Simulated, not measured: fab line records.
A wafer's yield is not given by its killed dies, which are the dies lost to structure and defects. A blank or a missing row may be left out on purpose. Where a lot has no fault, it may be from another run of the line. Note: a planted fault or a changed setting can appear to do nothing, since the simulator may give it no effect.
fab line records / flow nand-harc
[record] lots = 14 wafers = 42 last-day = 33
route steps=1302 shown A_BONDPAD@1228 HYBRID_BOND@1242 THIN_TSV@1246
lots untouched by any fault: they come from a run of this same line in which no faults occurred
start-h: start of the lot's first displayed wafer, in hours after the record's first day / wait-h: hours elapsed since this lot's preceding step / " the same as in the row above / L1.1+2: one row covering several wafers at once / - either no value or no given start / * or withheld: withheld / < > ~ a bound
route shown NAME@n: a module of which the file shows steps, and the number in the route of the first / usual: average and standard deviation across the fault-free wafers / same: alike in all rows / chamber/n: place in a boat / sites: each site's reading / _std_site: the values' standard deviation / _edge_site: the outer-site mean with the inner-site mean subtracted / radius-mm: for every site, how far away it sits from the centre of the wafer / mask NAME#n: copy n / behind: the tool/chamber that last shaped the wafer / hold: what put the lot on hold/how long, in hours/how the hold closed / device: the transistor (n, p or np) that didn't switch / end of line: at the end of the route, the tests of the same wafers / a step given without rows: its recipe and nothing more / killed: dies that structure and defects cost at the first sort, which is not the same as the wafer's yield / map: a wafer's dies, x killed, . not, _ none there
set.NAME: the setting as run; set.NAME@STEP: as run at that earlier step / model.NAME: the simulator's own value behind a step, which no gauge read
one table for each step of the route and one row for each wafer, over a sample of lots
services: when a tool's chamber went out of use (start-h, in hours from the record's first day, below 0 if earlier), for how many hours, and the reason
[[steps]]
[step NHARC_A_BONDPAD_PVD_27]
[recipe] target-thk-a = 300 chamber-pressure-pa = 5 power-w = 5000 substrate-temp-c = 30 time-s = 20.49 material = Cu
[usual] throttle-valve-pct = 29.7/0.98
lot.wafer=L708.3 tool=pvd-sputter-02 chamber=- start-h=- wait-h=- throttle-valve-pct=30.8
lot.wafer=L708.1 tool=pvd-sputter-02 chamber=- start-h=- wait-h=- throttle-valve-pct=31.7
lot.wafer=L708.5 tool=pvd-sputter-02 chamber=- start-h=- wait-h=- throttle-valve-pct=30.8
lot.wafer=L709.2 tool=pvd-sputter-02 chamber=- start-h=- wait-h=- throttle-valve-pct=31.4
lot.wafer=L709.4 tool=pvd-sputter-02 chamber=- start-h=- wait-h=- throttle-valve-pct=27.9
lot.wafer=L709.5 tool=pvd-sputter-02 chamber=- start-h=- wait-h=- throttle-valve-pct=31.4
lot.wafer=L717.3 tool=pvd-sputter-03 chamber=- start-h=- wait-h=- throttle-valve-pct=29.4
lot.wafer=L717.4 tool=pvd-sputter-03 chamber=- start-h=- wait-h=- throttle-valve-pct=29.2
lot.wafer=L717.6 tool=pvd-sputter-03 chamber=- start-h=- wait-h=- throttle-valve-pct=29.8
lot.wafer=L718.1 tool=pvd-sputter-03 chamber=- start-h=- wait-h=- throttle-valve-pct=29.2
lot.wafer=L718.6 tool=pvd-sputter-03 chamber=- start-h=- wait-h=- throttle-valve-pct=29.2
lot.wafer=L718.5 tool=pvd-sputter-03 chamber=- start-h=- wait-h=- throttle-valve-pct=29.0
lot.wafer=L719.1 tool=pvd-sputter-01 chamber=- start-h=- wait-h=- throttle-valve-pct=29.6
lot.wafer=L719.4 tool=pvd-sputter-01 chamber=- start-h=- wait-h=- throttle-valve-pct=29.1
lot.wafer=L719.5 tool=pvd-sputter-01 chamber=- start-h=- wait-h=- throttle-valve-pct=31.8
lot.wafer=L722.1 tool=pvd-sputter-01 chamber=- start-h=- wait-h=- throttle-valve-pct=32.0
lot.wafer=L722.2 tool=pvd-sputter-01 chamber=- start-h=- wait-h=- throttle-valve-pct=29.2
lot.wafer=L722.6 tool=pvd-sputter-01 chamber=- start-h=- wait-h=- throttle-valve-pct=29.3
lot.wafer=L721.3 tool=pvd-sputter-03 chamber=- start-h=- wait-h=- throttle-valve-pct=29.7
lot.wafer=L721.4 tool=pvd-sputter-03 chamber=- start-h=- wait-h=- throttle-valve-pct=29.1
lot.wafer=L721.1 tool=pvd-sputter-03 chamber=- start-h=- wait-h=- throttle-valve-pct=29.3
lot.wafer=L724.3 tool=pvd-sputter-02 chamber=- start-h=- wait-h=- throttle-valve-pct=31.2
lot.wafer=L724.1 tool=pvd-sputter-02 chamber=- start-h=- wait-h=- throttle-valve-pct=29.1
lot.wafer=L724.4 tool=pvd-sputter-02 chamber=- start-h=- wait-h=- throttle-valve-pct=30.1
lot.wafer=L725.1 tool=pvd-sputter-02 chamber=- start-h=- wait-h=- throttle-valve-pct=31.3
lot.wafer=L725.4 tool=pvd-sputter-02 chamber=- start-h=- wait-h=- throttle-valve-pct=29.2
lot.wafer=L725.6 tool=pvd-sputter-02 chamber=- start-h=- wait-h=- throttle-valve-pct=31.0
lot.wafer=L726.4 tool=pvd-sputter-02 chamber=- start-h=- wait-h=- throttle-valve-pct=30.0
lot.wafer=L726.2 tool=pvd-sputter-02 chamber=- start-h=- wait-h=- throttle-valve-pct=29.0
lot.wafer=L726.6 tool=pvd-sputter-02 chamber=- start-h=- wait-h=- throttle-valve-pct=31.1
lot.wafer=L727.3 tool=pvd-sputter-03 chamber=- start-h=- wait-h=- throttle-valve-pct=28.5
lot.wafer=L727.4 tool=pvd-sputter-03 chamber=- start-h=- wait-h=- throttle-valve-pct=29.6
lot.wafer=L727.5 tool=pvd-sputter-03 chamber=- start-h=- wait-h=- throttle-valve-pct=28.8
lot.wafer=L728.2 tool=pvd-sputter-01 chamber=- start-h=- wait-h=- throttle-valve-pct=29.3
lot.wafer=L728.4 tool=pvd-sputter-01 chamber=- start-h=- wait-h=- throttle-valve-pct=29.0
lot.wafer=L728.6 tool=pvd-sputter-01 chamber=- start-h=- wait-h=- throttle-valve-pct=29.4
lot.wafer=L729.3 tool=pvd-sputter-02 chamber=- start-h=- wait-h=- throttle-valve-pct=29.1
lot.wafer=L729.1 tool=pvd-sputter-02 chamber=- start-h=- wait-h=- throttle-valve-pct=28.4
lot.wafer=L729.6 tool=pvd-sputter-02 chamber=- start-h=- wait-h=- throttle-valve-pct=29.2
lot.wafer=L730.4 tool=pvd-sputter-02 chamber=- start-h=- wait-h=- throttle-valve-pct=28.6
lot.wafer=L730.1 tool=pvd-sputter-02 chamber=- start-h=- wait-h=- throttle-valve-pct=28.9
lot.wafer=L730.5 tool=pvd-sputter-02 chamber=- start-h=- wait-h=- throttle-valve-pct=28.0
[step NHARC_HYBRID_BOND_OVL_MEAS_05]
[usual] overlay-x-nm = 5/32 overlay-y-nm = 0/34
lot.wafer=L708.1 tool=overlay-01 chamber=- start-h=560.93 wait-h=0.4 overlay-x-nm=7 overlay-y-nm=-26
lot.wafer=L708.3 tool=overlay-01 chamber=- start-h=560.93 wait-h=0.4 overlay-x-nm=36 overlay-y-nm=55
lot.wafer=L708.5 tool=overlay-01 chamber=- start-h=560.93 wait-h=0.4 overlay-x-nm=-47 overlay-y-nm=14
lot.wafer=L709.2 tool=overlay-01 chamber=- start-h=568.56 wait-h=0.4 overlay-x-nm=-4 overlay-y-nm=-5
lot.wafer=L709.4 tool=overlay-01 chamber=- start-h=568.56 wait-h=0.4 overlay-x-nm=-2 overlay-y-nm=-15
lot.wafer=L709.5 tool=overlay-01 chamber=- start-h=568.56 wait-h=0.4 overlay-x-nm=13 overlay-y-nm=-43
lot.wafer=L717.3 tool=overlay-01 chamber=- start-h=636.85 wait-h=0.4 overlay-x-nm=-19 overlay-y-nm=-38
lot.wafer=L717.4 tool=overlay-01 chamber=- start-h=636.85 wait-h=0.4 overlay-x-nm=56 overlay-y-nm=21
lot.wafer=L717.6 tool=overlay-01 chamber=- start-h=636.85 wait-h=0.4 overlay-x-nm=47 overlay-y-nm=-18
lot.wafer=L718.1 tool=overlay-01 chamber=- start-h=640.73 wait-h=0.4 overlay-x-nm=-25 overlay-y-nm=12
lot.wafer=L718.5 tool=overlay-01 chamber=- start-h=640.73 wait-h=0.4 overlay-x-nm=-19 overlay-y-nm=43
lot.wafer=L718.6 tool=overlay-01 chamber=- start-h=640.73 wait-h=0.4 overlay-x-nm=1 overlay-y-nm=6
lot.wafer=L719.1 tool=overlay-01 chamber=- start-h=668.62 wait-h=0.4 overlay-x-nm=7 overlay-y-nm=-67
lot.wafer=L719.4 tool=overlay-01 chamber=- start-h=668.62 wait-h=0.4 overlay-x-nm=-5 overlay-y-nm=35
lot.wafer=L719.5 tool=overlay-01 chamber=- start-h=668.62 wait-h=0.4 overlay-x-nm=53 overlay-y-nm=13
lot.wafer=L722.1 tool=overlay-01 chamber=- start-h=693.38 wait-h=0.4 overlay-x-nm=21 overlay-y-nm=61
lot.wafer=L722.2 tool=overlay-01 chamber=- start-h=693.38 wait-h=0.4 overlay-x-nm=16 overlay-y-nm=-34
lot.wafer=L722.6 tool=overlay-01 chamber=- start-h=693.38 wait-h=0.4 overlay-x-nm=-73 overlay-y-nm=8
lot.wafer=L721.1 tool=overlay-02 chamber=- start-h=693.38 wait-h=0.4 overlay-x-nm=-54 overlay-y-nm=33
lot.wafer=L721.3 tool=overlay-02 chamber=- start-h=693.38 wait-h=0.4 overlay-x-nm=-54 overlay-y-nm=61
lot.wafer=L721.4 tool=overlay-02 chamber=- start-h=693.38 wait-h=0.4 overlay-x-nm=-43 overlay-y-nm=6
lot.wafer=L724.1 tool=overlay-01 chamber=- start-h=702.65 wait-h=0.4 overlay-x-nm=-41 overlay-y-nm=-5
lot.wafer=L724.3 tool=overlay-01 chamber=- start-h=702.65 wait-h=0.4 overlay-x-nm=29 overlay-y-nm=19
lot.wafer=L724.4 tool=overlay-01 chamber=- start-h=702.65 wait-h=0.4 overlay-x-nm=40 overlay-y-nm=22
lot.wafer=L725.1 tool=overlay-02 chamber=- start-h=741.22 wait-h=0.4 overlay-x-nm=48 overlay-y-nm=35
lot.wafer=L725.4 tool=overlay-02 chamber=- start-h=741.22 wait-h=0.4 overlay-x-nm=4 overlay-y-nm=-49
lot.wafer=L725.6 tool=overlay-02 chamber=- start-h=741.22 wait-h=0.4 overlay-x-nm=-14 overlay-y-nm=-68
lot.wafer=L727.3 tool=overlay-02 chamber=- start-h=753.34 wait-h=0.4 overlay-x-nm=-15 overlay-y-nm=8
lot.wafer=L727.4 tool=overlay-02 chamber=- start-h=753.34 wait-h=0.4 overlay-x-nm=-5 overlay-y-nm=7
lot.wafer=L727.5 tool=overlay-02 chamber=- start-h=753.34 wait-h=0.4 overlay-x-nm=9 overlay-y-nm=36
lot.wafer=L726.2 tool=overlay-02 chamber=- start-h=753.35 wait-h=0.4 overlay-x-nm=-91 overlay-y-nm=-22
lot.wafer=L726.4 tool=overlay-02 chamber=- start-h=753.35 wait-h=0.4 overlay-x-nm=33 overlay-y-nm=-23
lot.wafer=L726.6 tool=overlay-02 chamber=- start-h=753.35 wait-h=0.4 overlay-x-nm=-30 overlay-y-nm=-4
lot.wafer=L728.2 tool=overlay-02 chamber=- start-h=758.02 wait-h=0.4 overlay-x-nm=-51 overlay-y-nm=79
lot.wafer=L728.4 tool=overlay-02 chamber=- start-h=758.02 wait-h=0.4 overlay-x-nm=-17 overlay-y-nm=14
lot.wafer=L728.6 tool=overlay-02 chamber=- start-h=758.02 wait-h=0.4 overlay-x-nm=-4 overlay-y-nm=1
lot.wafer=L729.1 tool=overlay-02 chamber=- start-h=781.19 wait-h=0.4 overlay-x-nm=2 overlay-y-nm=9
lot.wafer=L729.3 tool=overlay-02 chamber=- start-h=781.19 wait-h=0.4 overlay-x-nm=-54 overlay-y-nm=-81
lot.wafer=L729.6 tool=overlay-02 chamber=- start-h=781.19 wait-h=0.4 overlay-x-nm=10 overlay-y-nm=34
lot.wafer=L730.1 tool=overlay-01 chamber=- start-h=781.19 wait-h=0.4 overlay-x-nm=31 overlay-y-nm=-22
lot.wafer=L730.4 tool=overlay-01 chamber=- start-h=781.19 wait-h=0.4 overlay-x-nm=-20 overlay-y-nm=54
lot.wafer=L730.5 tool=overlay-01 chamber=- start-h=781.19 wait-h=0.4 overlay-x-nm=-11 overlay-y-nm=40
[step NHARC_THIN_TSV_THK_MEAS_02]
[recipe] thk-meas-gauge = ir
[usual] thk-nm = 2959/280
lot.wafer=L708.1 tool=film-metro-02 chamber=- start-h=563.81 wait-h=0.2 thk-nm=2324
lot.wafer=L708.3 tool=film-metro-02 chamber=- start-h=563.81 wait-h=0.2 thk-nm=2537
lot.wafer=L708.5 tool=film-metro-02 chamber=- start-h=563.81 wait-h=0.2 thk-nm=2538
lot.wafer=L709.2 tool=film-metro-01 chamber=- start-h=570.25 wait-h=- thk-nm=2954
lot.wafer=L709.4 tool=film-metro-01 chamber=- start-h=570.25 wait-h=- thk-nm=3271
lot.wafer=L709.5 tool=film-metro-01 chamber=- start-h=570.25 wait-h=- thk-nm=3270
lot.wafer=L717.3 tool=film-metro-01 chamber=- start-h=638.55 wait-h=0.2 thk-nm=2643
lot.wafer=L717.4 tool=film-metro-01 chamber=- start-h=638.55 wait-h=0.2 thk-nm=2460
lot.wafer=L717.6 tool=film-metro-01 chamber=- start-h=638.55 wait-h=0.2 thk-nm=2796
lot.wafer=L718.1 tool=film-metro-01 chamber=- start-h=642.42 wait-h=0.2 thk-nm=2952
lot.wafer=L718.5 tool=film-metro-01 chamber=- start-h=642.42 wait-h=0.2 thk-nm=3489
lot.wafer=L718.6 tool=film-metro-01 chamber=- start-h=642.42 wait-h=0.2 thk-nm=3247
lot.wafer=L719.1 tool=film-metro-01 chamber=- start-h=670.33 wait-h=- thk-nm=3024
lot.wafer=L719.4 tool=film-metro-01 chamber=- start-h=670.33 wait-h=- thk-nm=2953
lot.wafer=L719.5 tool=film-metro-01 chamber=- start-h=670.33 wait-h=- thk-nm=2927
lot.wafer=L722.1 tool=film-metro-02 chamber=- start-h=695.07 wait-h=- thk-nm=3302
lot.wafer=L722.2 tool=film-metro-02 chamber=- start-h=695.07 wait-h=- thk-nm=3038
lot.wafer=L722.6 tool=film-metro-02 chamber=- start-h=695.07 wait-h=- thk-nm=3058
lot.wafer=L721.1 tool=film-metro-02 chamber=- start-h=696.27 wait-h=0.2 thk-nm=3596
lot.wafer=L721.3 tool=film-metro-02 chamber=- start-h=696.27 wait-h=0.2 thk-nm=2961
lot.wafer=L721.4 tool=film-metro-02 chamber=- start-h=696.27 wait-h=0.2 thk-nm=2927
lot.wafer=L724.1 tool=film-metro-02 chamber=- start-h=705.53 wait-h=0.2 thk-nm=2451
lot.wafer=L724.3 tool=film-metro-02 chamber=- start-h=705.53 wait-h=0.2 thk-nm=2828
lot.wafer=L724.4 tool=film-metro-02 chamber=- start-h=705.53 wait-h=0.2 thk-nm=2531
lot.wafer=L725.1 tool=film-metro-02 chamber=- start-h=745.48 wait-h=- thk-nm=3153
lot.wafer=L725.4 tool=film-metro-02 chamber=- start-h=745.48 wait-h=- thk-nm=3374
lot.wafer=L725.6 tool=film-metro-02 chamber=- start-h=745.48 wait-h=- thk-nm=3223
lot.wafer=L727.3 tool=film-metro-02 chamber=- start-h=755.05 wait-h=- thk-nm=3243
lot.wafer=L727.4 tool=film-metro-02 chamber=- start-h=755.05 wait-h=- thk-nm=2717
lot.wafer=L727.5 tool=film-metro-02 chamber=- start-h=755.05 wait-h=- thk-nm=3023
lot.wafer=L726.2 tool=film-metro-02 chamber=- start-h=756.26 wait-h=- thk-nm=2650
lot.wafer=L726.4 tool=film-metro-02 chamber=- start-h=756.26 wait-h=- thk-nm=2738
lot.wafer=L726.6 tool=film-metro-02 chamber=- start-h=756.26 wait-h=- thk-nm=2563
lot.wafer=L728.2 tool=film-metro-02 chamber=- start-h=759.70 wait-h=- thk-nm=2993
lot.wafer=L728.4 tool=film-metro-02 chamber=- start-h=759.70 wait-h=- thk-nm=2410
lot.wafer=L728.6 tool=film-metro-02 chamber=- start-h=759.70 wait-h=- thk-nm=2805
lot.wafer=L729.1 tool=film-metro-02 chamber=- start-h=782.88 wait-h=0.2 thk-nm=2683
lot.wafer=L729.3 tool=film-metro-02 chamber=- start-h=782.88 wait-h=0.2 thk-nm=2797
lot.wafer=L729.6 tool=film-metro-02 chamber=- start-h=782.88 wait-h=0.2 thk-nm=2892
lot.wafer=L730.1 tool=film-metro-02 chamber=- start-h=784.08 wait-h=- thk-nm=2409
lot.wafer=L730.4 tool=film-metro-02 chamber=- start-h=784.08 wait-h=- thk-nm=2758
lot.wafer=L730.5 tool=film-metro-02 chamber=- start-h=784.08 wait-h=- thk-nm=2694
[step NHARC_THIN_TSV_EXPOSE_09]
[recipe] na = 0.55 dose-mj = 30.7 mask-id = TSV
[usual] exposure-dose-mJ-cm2 = 30.69/0.036 focus-offset-nm = -0.2/0.53
lot.wafer=L708.1 tool=krf-scanner-04 chamber=0 start-h=564.73 wait-h=- mask=TSV#0 exposure-dose-mJ-cm2=30.62 focus-offset-nm=-1.1
lot.wafer=L708.3 tool=krf-scanner-04 chamber=0 start-h=564.73 wait-h=- mask=TSV#0 exposure-dose-mJ-cm2=30.65 focus-offset-nm=-0.1
lot.wafer=L708.5 tool=krf-scanner-04 chamber=0 start-h=564.73 wait-h=- mask=TSV#0 exposure-dose-mJ-cm2=30.68 focus-offset-nm=-1.2
lot.wafer=L709.2 tool=krf-scanner-01 chamber=0 start-h=571.15 wait-h=- mask=TSV#0 exposure-dose-mJ-cm2=30.71 focus-offset-nm=-0.4
lot.wafer=L709.4 tool=krf-scanner-01 chamber=0 start-h=571.15 wait-h=- mask=TSV#0 exposure-dose-mJ-cm2=30.74 focus-offset-nm=-0.7
lot.wafer=L709.5 tool=krf-scanner-01 chamber=0 start-h=571.15 wait-h=- mask=TSV#0 exposure-dose-mJ-cm2=30.72 focus-offset-nm=-0.4
lot.wafer=L717.3 tool=krf-scanner-01 chamber=- start-h=639.47 wait-h=- mask=TSV#0 exposure-dose-mJ-cm2=- focus-offset-nm=-
lot.wafer=L717.4 tool=krf-scanner-01 chamber=- start-h=639.47 wait-h=- mask=TSV#0 exposure-dose-mJ-cm2=- focus-offset-nm=-
lot.wafer=L717.6 tool=krf-scanner-01 chamber=- start-h=639.47 wait-h=- mask=TSV#0 exposure-dose-mJ-cm2=- focus-offset-nm=-
lot.wafer=L718.1 tool=krf-scanner-04 chamber=- start-h=643.35 wait-h=- mask=TSV#0 exposure-dose-mJ-cm2=- focus-offset-nm=-
lot.wafer=L718.5 tool=krf-scanner-04 chamber=- start-h=643.35 wait-h=- mask=TSV#0 exposure-dose-mJ-cm2=- focus-offset-nm=-
lot.wafer=L718.6 tool=krf-scanner-04 chamber=- start-h=643.35 wait-h=- mask=TSV#0 exposure-dose-mJ-cm2=- focus-offset-nm=-
lot.wafer=L719.1 tool=krf-scanner-01 chamber=0 start-h=671.26 wait-h=- mask=TSV#0 exposure-dose-mJ-cm2=30.73 focus-offset-nm=0.4
lot.wafer=L719.4 tool=krf-scanner-01 chamber=0 start-h=671.26 wait-h=- mask=TSV#0 exposure-dose-mJ-cm2=30.70 focus-offset-nm=-0.4
lot.wafer=L719.5 tool=krf-scanner-01 chamber=0 start-h=671.26 wait-h=- mask=TSV#0 exposure-dose-mJ-cm2=30.73 focus-offset-nm=0.4
lot.wafer=L722.1 tool=krf-scanner-04 chamber=0 start-h=695.96 wait-h=- mask=TSV#0 exposure-dose-mJ-cm2=30.69 focus-offset-nm=-0.1
lot.wafer=L722.2 tool=krf-scanner-04 chamber=0 start-h=695.96 wait-h=- mask=TSV#0 exposure-dose-mJ-cm2=30.73 focus-offset-nm=-0.6
lot.wafer=L722.6 tool=krf-scanner-04 chamber=0 start-h=695.96 wait-h=- mask=TSV#0 exposure-dose-mJ-cm2=30.69 focus-offset-nm=0.0
lot.wafer=L721.1 tool=krf-scanner-01 chamber=0 start-h=697.16 wait-h=- mask=TSV#0 exposure-dose-mJ-cm2=30.68 focus-offset-nm=-1.0
lot.wafer=L721.3 tool=krf-scanner-01 chamber=0 start-h=697.16 wait-h=- mask=TSV#0 exposure-dose-mJ-cm2=30.65 focus-offset-nm=-0.5
lot.wafer=L721.4 tool=krf-scanner-01 chamber=0 start-h=697.16 wait-h=- mask=TSV#0 exposure-dose-mJ-cm2=30.68 focus-offset-nm=-0.7
lot.wafer=L724.1 tool=krf-scanner-02 chamber=0 start-h=706.43 wait-h=- mask=TSV#0 exposure-dose-mJ-cm2=30.63 focus-offset-nm=-0.2
lot.wafer=L724.3 tool=krf-scanner-02 chamber=0 start-h=706.43 wait-h=- mask=TSV#0 exposure-dose-mJ-cm2=30.67 focus-offset-nm=0.1
lot.wafer=L724.4 tool=krf-scanner-02 chamber=0 start-h=706.43 wait-h=- mask=TSV#0 exposure-dose-mJ-cm2=30.63 focus-offset-nm=-0.2
lot.wafer=L725.1 tool=krf-scanner-01 chamber=0 start-h=746.38 wait-h=- mask=TSV#0 exposure-dose-mJ-cm2=30.69 focus-offset-nm=0.1
lot.wafer=L725.4 tool=krf-scanner-01 chamber=0 start-h=746.38 wait-h=- mask=TSV#0 exposure-dose-mJ-cm2=30.65 focus-offset-nm=-0.2
lot.wafer=L725.6 tool=krf-scanner-01 chamber=0 start-h=746.38 wait-h=- mask=TSV#0 exposure-dose-mJ-cm2=30.70 focus-offset-nm=0.0
lot.wafer=L727.3 tool=krf-scanner-02 chamber=0 start-h=755.97 wait-h=- mask=TSV#0 exposure-dose-mJ-cm2=30.68 focus-offset-nm=0.2
lot.wafer=L727.4 tool=krf-scanner-02 chamber=0 start-h=755.97 wait-h=- mask=TSV#0 exposure-dose-mJ-cm2=30.69 focus-offset-nm=-0.3
lot.wafer=L727.5 tool=krf-scanner-02 chamber=0 start-h=755.97 wait-h=- mask=TSV#0 exposure-dose-mJ-cm2=30.68 focus-offset-nm=0.3
lot.wafer=L726.2 tool=krf-scanner-04 chamber=0 start-h=757.16 wait-h=- mask=TSV#0 exposure-dose-mJ-cm2=30.67 focus-offset-nm=-0.4
lot.wafer=L726.4 tool=krf-scanner-04 chamber=0 start-h=757.16 wait-h=- mask=TSV#0 exposure-dose-mJ-cm2=30.71 focus-offset-nm=0.4
lot.wafer=L726.6 tool=krf-scanner-04 chamber=0 start-h=757.16 wait-h=- mask=TSV#0 exposure-dose-mJ-cm2=30.69 focus-offset-nm=0.0
lot.wafer=L728.2 tool=krf-scanner-04 chamber=0 start-h=760.61 wait-h=- mask=TSV#0 exposure-dose-mJ-cm2=30.63 focus-offset-nm=0.1
lot.wafer=L728.4 tool=krf-scanner-04 chamber=0 start-h=760.61 wait-h=- mask=TSV#0 exposure-dose-mJ-cm2=30.68 focus-offset-nm=0.1
lot.wafer=L728.6 tool=krf-scanner-04 chamber=0 start-h=760.61 wait-h=- mask=TSV#0 exposure-dose-mJ-cm2=30.70 focus-offset-nm=-0.4
lot.wafer=L729.1 tool=krf-scanner-01 chamber=0 start-h=783.77 wait-h=- mask=TSV#0 exposure-dose-mJ-cm2=30.73 focus-offset-nm=0.4
lot.wafer=L729.3 tool=krf-scanner-01 chamber=0 start-h=783.77 wait-h=- mask=TSV#0 exposure-dose-mJ-cm2=30.67 focus-offset-nm=-0.5
lot.wafer=L729.6 tool=krf-scanner-01 chamber=0 start-h=783.77 wait-h=- mask=TSV#0 exposure-dose-mJ-cm2=30.69 focus-offset-nm=0.0
lot.wafer=L730.1 tool=krf-scanner-04 chamber=0 start-h=784.97 wait-h=- mask=TSV#0 exposure-dose-mJ-cm2=30.67 focus-offset-nm=-0.3
lot.wafer=L730.4 tool=krf-scanner-04 chamber=0 start-h=784.97 wait-h=- mask=TSV#0 exposure-dose-mJ-cm2=30.63 focus-offset-nm=0.5
lot.wafer=L730.5 tool=krf-scanner-04 chamber=0 start-h=784.97 wait-h=- mask=TSV#0 exposure-dose-mJ-cm2=30.61 focus-offset-nm=-0.1
[[services]]
tool=krf-scanner-01 chamber=- start-h=556.70 hours=3.9 kind=repair
tool=pvd-sputter-03 chamber=- start-h=558.89 hours=0.7 kind=repair
tool=krf-scanner-01 chamber=0 start-h=568.40 hours=- kind=calibration
tool=pvd-sputter-02 chamber=- start-h=582.53 hours=2.4 kind=repair
tool=pvd-sputter-01 chamber=- start-h=582.87 hours=10.0 kind=pm
tool=krf-scanner-02 chamber=0 start-h=608.42 hours=- kind=calibration
tool=krf-scanner-02 chamber=- start-h=610.05 hours=4.0 kind=pm
tool=krf-scanner-01 chamber=- start-h=611.96 hours=0.4 kind=repair
tool=pvd-sputter-03 chamber=- start-h=612.77 hours=0.6 kind=repair
tool=krf-scanner-04 chamber=- start-h=633.82 hours=5.4 kind=repair
tool=krf-scanner-01 chamber=- start-h=656.00 hours=4.0 kind=pm
tool=pvd-sputter-03 chamber=- start-h=660.43 hours=8.5 kind=repair
tool=krf-scanner-04 chamber=0 start-h=662.39 hours=- kind=calibration
tool=pvd-sputter-02 chamber=- start-h=666.29 hours=10.0 kind=pm
tool=krf-scanner-02 chamber=- start-h=667.72 hours=0.3 kind=repair
tool=krf-scanner-04 chamber=- start-h=670.54 hours=0.5 kind=repair
tool=krf-scanner-04 chamber=- start-h=698.00 hours=4.0 kind=pm
tool=pvd-sputter-03 chamber=- start-h=704.00 hours=10.0 kind=pm
tool=krf-scanner-04 chamber=- start-h=714.73 hours=0.5 kind=repair
tool=krf-scanner-01 chamber=0 start-h=747.36 hours=- kind=calibration
tool=krf-scanner-04 chamber=- start-h=757.87 hours=2.4 kind=repair
tool=pvd-sputter-01 chamber=- start-h=760.89 hours=10.0 kind=pm
tool=krf-scanner-04 chamber=- start-h=780.83 hours=0.3 kind=repair
tool=krf-scanner-02 chamber=- start-h=782.05 hours=4.0 kind=pm
[[key]]
[first-sign] step = NHARC_THIN_TSV_EXPOSE_09 reading = tool-record direction = missing
effect none on later readings
met-at NHARC_THIN_TSV_EXPOSE_09
struck-lots L717,L718
later-rows-left-out L717.3,L717.4,L717.6,L718.1,L718.5,L718.6
sort-left-out L717.3,L717.4,L717.6,L718.1,L718.5,L718.6
not-acting-at NHARC_A_BONDPAD_PVD_27,NHARC_HYBRID_BOND_OVL_MEAS_05,NHARC_THIN_TSV_THK_MEAS_02
onset-between 571.15 639.47
[fault] kind = skipped-step-whole tool = krf-scanner-01,krf-scanner-04 chamber = - onset-h = 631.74 steps = NHARC_THIN_TSV_EXPOSE_09 scope = struck-lots-only
// sort-left-out: the simulated sort isn't trusted on such a fault, so these wafers' sort isn't shown, and their yield isn't known
// later-rows-left-out: the simulator's readings of these wafers behind a module that went badly wrong aren't trusted and aren't shown, but for the sort
